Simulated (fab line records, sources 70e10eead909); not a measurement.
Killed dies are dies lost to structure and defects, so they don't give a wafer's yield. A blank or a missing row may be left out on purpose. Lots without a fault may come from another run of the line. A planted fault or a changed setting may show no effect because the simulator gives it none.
One fault seen from 2 desks | flow nand_harc | each desk has only its own numbers; what lay behind them comes last

THE DEFECT DESK
What the inspections along the route counted, lot by lot: means of the sampled wafers that have a number. A lot is out of limits, marked OUT, if its mean lies more than 4 standard deviations from the usual mean; the brackets give that distance.
Columns: A = raw_defect_count at NHARC_A_SOURCE_PLATE_INSPECT_08, usual 69
lot  | first seen here | A
L987 | day 7 13:39     | 87
L988 | day 7 23:10     | 52
L989 | day 8 05:23     | 75
L991 | day 8 21:17     | 485 (+11) OUT
L993 | day 9 08:59     | 511 (+12) OUT
L994 | day 9 08:59     | 460 (+10) OUT
L999 | day 11 19:43    | 60
L101 | day 11 23:27    | 55
L103 | day 12 07:36    | 40
L105 | day 12 07:37    | 54
L107 | day 12 12:32    | 64
L106 | day 12 12:32    | 63
L108 | day 12 17:09    | 168
This desk's finding: out of limits on L991, L993, L994; first on L991, day 8 21:17 (raw_defect_count at NHARC_A_SOURCE_PLATE_INSPECT_08). In limits: L987, L988, L989, L999, L101, L103, L105, L107, L106, L108.

THE METROLOGY DESK
What the gauges read, lot by lot, whatever tool the lot ran on: means of the sampled wafers that have a number. A lot is out of limits, marked OUT, if its mean lies more than 4 standard deviations from the usual mean; the brackets give that distance.
Columns: A = thk_nm at NHARC_A_ONON_D1_THK_MEAS_14, usual 998 nm
lot  | first seen here | A
L987 | day 7 16:31     | 975
L988 | day 8 02:01     | 1002
L989 | day 8 08:15     | 1009
L991 | day 9 07:38     | 983
L993 | day 9 15:11     | 997
L994 | day 9 21:04     | 1024
L999 | day 11 22:34    | 985
L101 | day 12 02:17    | 1008
L103 | day 12 10:50    | 997
L105 | day 12 11:17    | 1000
L107 | day 12 15:23    | 998
L106 | day 12 15:24    | 996
L108 | day 12 20:04    | 993
This desk's finding: nothing out of limits on any of the 13 lots.

PUT TOGETHER
The defect desk could have raised an alarm at day 8 21:17, on L991, L993, L994.
The metrology desk saw nothing out of limits.
The metrology desk has L991, L993, L994 on record, within its limits.
Of the lots named, all ran NHARC_A_SOURCE_PLATE_PRECLEAN_00 on wet_bench-03.

WHAT THE SIMULATOR HAD PUT IN
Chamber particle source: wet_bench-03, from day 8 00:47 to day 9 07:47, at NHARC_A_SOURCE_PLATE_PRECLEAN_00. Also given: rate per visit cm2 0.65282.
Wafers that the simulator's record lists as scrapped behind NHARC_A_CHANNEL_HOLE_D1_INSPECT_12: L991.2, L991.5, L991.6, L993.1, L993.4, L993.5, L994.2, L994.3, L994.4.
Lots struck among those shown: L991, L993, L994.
Hours from the fault's start to each desk's first reading out of limits: the defect desk, 21.
